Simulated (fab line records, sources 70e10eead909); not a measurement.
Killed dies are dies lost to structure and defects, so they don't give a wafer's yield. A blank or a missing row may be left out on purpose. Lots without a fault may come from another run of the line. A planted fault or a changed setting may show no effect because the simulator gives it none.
Which tool did it? | flow nand_harc | 6 lots, 18 wafers sampled, at 2 steps of a route of 1302

WHAT THE GAUGES READ, wafer by wafer
NHARC_P_GATE_CD_MEAS_91: target cd 2000 nm.
lot  | measured     | on        | cd_nm (nm)
L412 | day 7 15:44  | cd_sem-02 | 1888.9 1890.0 1891.5 1888.8 1890.1 1891.0
L415 | day 8 19:28  | cd_sem-01 | 1997.0 1996.8 1994.4
L421 | day 11 18:08 | cd_sem-02 | 2004.1 2000.9 2000.9
L423 | day 12 09:25 | cd_sem-01 | 1997.8 1998.9 1997.7
L425 | day 13 05:56 | cd_sem-02 | 1999.5 2002.5 2000.6
L428 | day 14 10:49 | cd_sem-02 | 2000.2 1999.5 2000.7

WHICH TOOL RAN EACH LOT (tool, then ch and the chambers of the sampled wafers, then the start)
lot  | NHARC_P_GATE_EXPOSE_88
L412 | krf_scanner-04 ch 0, day 7 15:35
L415 | krf_scanner-04 ch 0, day 8 19:19
L421 | krf_scanner-04 ch 0, day 11 18:00
L423 | krf_scanner-04 ch 0, day 12 09:16
L425 | krf_scanner-03 ch 0, day 13 05:47
L428 | krf_scanner-03 ch 0, day 14 10:39
- NHARC_P_GATE_EXPOSE_88: exposes mask P HVN, target cd 2000 nm.

THE ANSWER, worked out from the rows above alone
Rule: what is usual is taken from the lots themselves. Put in order of their means at a reading, lots are off if they are a third of the lots or fewer, leave a main group of 4 or more, and stand apart from it by a gap of 3 or more times the standard deviation of the main group's means; of several such gaps the widest counts. A main group whose means are all the same, to the digits that the tables above print for the reading, isn't used. A lot without any number at a reading at which 4 lots or more have one is off too. The other lots that the step has rows for count as sound.
Off: L412, at NHARC_P_GATE_CD_MEAS_91 (cd_nm). The main group: mean 1999.4 nm, standard deviation 2.1.
A tool fits if, at a process step before that reading, it ran every lot that is off, and no sound lot after the first of them. The gauges at NHARC_P_GATE_CD_MEAS_91 are tried like those tools. None of those tried fits.

WHAT THE SIMULATOR HAD PUT IN
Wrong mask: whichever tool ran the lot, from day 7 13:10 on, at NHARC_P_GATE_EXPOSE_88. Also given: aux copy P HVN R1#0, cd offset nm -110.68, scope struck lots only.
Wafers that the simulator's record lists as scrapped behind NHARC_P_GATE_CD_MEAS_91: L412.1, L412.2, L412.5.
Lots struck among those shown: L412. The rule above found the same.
